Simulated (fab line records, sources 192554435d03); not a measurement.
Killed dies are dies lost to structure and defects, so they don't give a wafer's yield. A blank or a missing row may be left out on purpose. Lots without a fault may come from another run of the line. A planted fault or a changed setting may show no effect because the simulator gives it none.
One fault seen from 2 desks | flow n5_finfet | each desk has only its own numbers; what lay behind them comes last

THE TOOL OWNER'S DESK: rie_diel-01
The tool's own readings at N5_BEOL_M15_TRENCH_ETCH_34 (etches SiO2 in C4F8/O2/Ar, target depth 872.93 nm, time 199 s): means of the sampled wafers that have a number, for each lot that ran on this tool. A lot is out of limits, marked OUT, if its mean lies more than 4 standard deviations from the usual mean; the brackets give that distance.
Columns: A = drypump_motor_current_A at N5_BEOL_M15_TRENCH_ETCH_34, usual 5.6 A; B = oes_product_au at N5_BEOL_M15_TRENCH_ETCH_34, usual 0.82 a.u.; C = rf_fwd_power_W at N5_BEOL_M15_TRENCH_ETCH_34, usual 1900 W; D = rf_vpp_V at N5_BEOL_M15_TRENCH_ETCH_34, usual 2219 V; E = showerhead_plenum_p_Torr at N5_BEOL_M15_TRENCH_ETCH_34, usual 3.40 Torr; F = throttle_valve_pct at N5_BEOL_M15_TRENCH_ETCH_34, usual 30.71 %
lot  | first seen here | A   | B    | C    | D    | E    | F
L663 | day 12 15:06    | 5.3 | 0.81 | 1899 | 2199 | 3.35 | 30.71
L664 | day 13 00:19    | 5.7 | 0.79 | 1899 | 2200 | 3.42 | 30.75
L675 | day 16 14:05    | 5.4 | 0.70 | 1899 | 2238 | 3.49 | 30.67
L678 | day 16 17:17    | 5.3 | 0.70 | 1901 | 2229 | 3.41 | 30.66
This desk's finding: nothing out of limits on any of the 4 lots.

THE METROLOGY DESK
What the gauges read, lot by lot, whatever tool the lot ran on: means of the sampled wafers that have a number. A lot is out of limits, marked OUT, if its mean lies more than 4 standard deviations from the usual mean; the brackets give that distance. Of its 12 readings 7 are shown: the one that was out of limits first, and those that lie furthest out on some lot.
Columns: A = DIBL_P at N5_BEOL_M4_RC_MEAS_101, usual 36.6 mV/V; B = ION_N at N5_BEOL_M4_RC_MEAS_101, usual 674 uA/um; C = ION_P at N5_BEOL_M4_RC_MEAS_101, usual 460 uA/um; D = SS_P at N5_BEOL_M4_RC_MEAS_101, usual 73.4 mV/dec; E = VT_P at N5_BEOL_M4_RC_MEAS_101, usual -250 mV; F = M15_THK at N5_BEOL_M15_THK_MEAS_50, usual 826 nm; G = M15_RS at N5_BEOL_M15_RS_MEAS_54, usual 0.0215 ohm/sq
lot  | first seen here | A    | B   | C   | D    | E    | F              | G
L657 | day 8 10:10     | 33.0 | 681 | 470 | 72.8 | -249 | 805            | 0.0218
L662 | day 9 04:07     | 35.4 | 669 | 459 | 73.5 | -249 | 843            | 0.0212
L663 | day 9 12:04     | 36.9 | 685 | 467 | 73.3 | -249 | 803            | 0.0219
L664 | day 9 18:33     | 36.3 | 696 | 482 | 73.5 | -243 | 826            | 0.0215
L668 | day 10 17:23    | 37.4 | 682 | 469 | 73.5 | -248 | 842            | 0.0212
L675 | day 13 01:41    | 39.3 | 676 | 465 | 74.0 | -250 | 728 (-5.5) OUT | 0.0257 (+9.3) OUT
L678 | day 13 07:11    | 36.3 | 674 | 466 | 73.1 | -246 | 728 (-5.5) OUT | 0.0256 (+9.1) OUT
L679 | day 13 16:08    | 36.8 | 664 | 460 | 73.4 | -249 | 829            | 0.0213
L680 | day 13 20:43    | 35.4 | 661 | 454 | 72.3 | -251 | 842            | 0.0212
This desk's finding: out of limits on L675, L678; first on L675, day 16 17:53 (M15_THK at N5_BEOL_M15_THK_MEAS_50). In limits: L657, L662, L663, L664, L668, L679, L680.

PUT TOGETHER
The metrology desk could have raised an alarm at day 16 17:53, on L675, L678.
The tool owner's desk saw nothing out of limits.
The tool owner's desk has L675, L678 on record, within its limits.
Of the lots named, all ran N5_BEOL_M15_TRENCH_ETCH_34 on rie_diel-01.

WHAT THE SIMULATOR HAD PUT IN
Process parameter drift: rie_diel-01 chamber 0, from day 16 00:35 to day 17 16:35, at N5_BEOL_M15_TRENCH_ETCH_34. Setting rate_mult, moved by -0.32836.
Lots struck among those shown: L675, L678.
Hours from the fault's start to each desk's first reading out of limits: the metrology desk, 17.
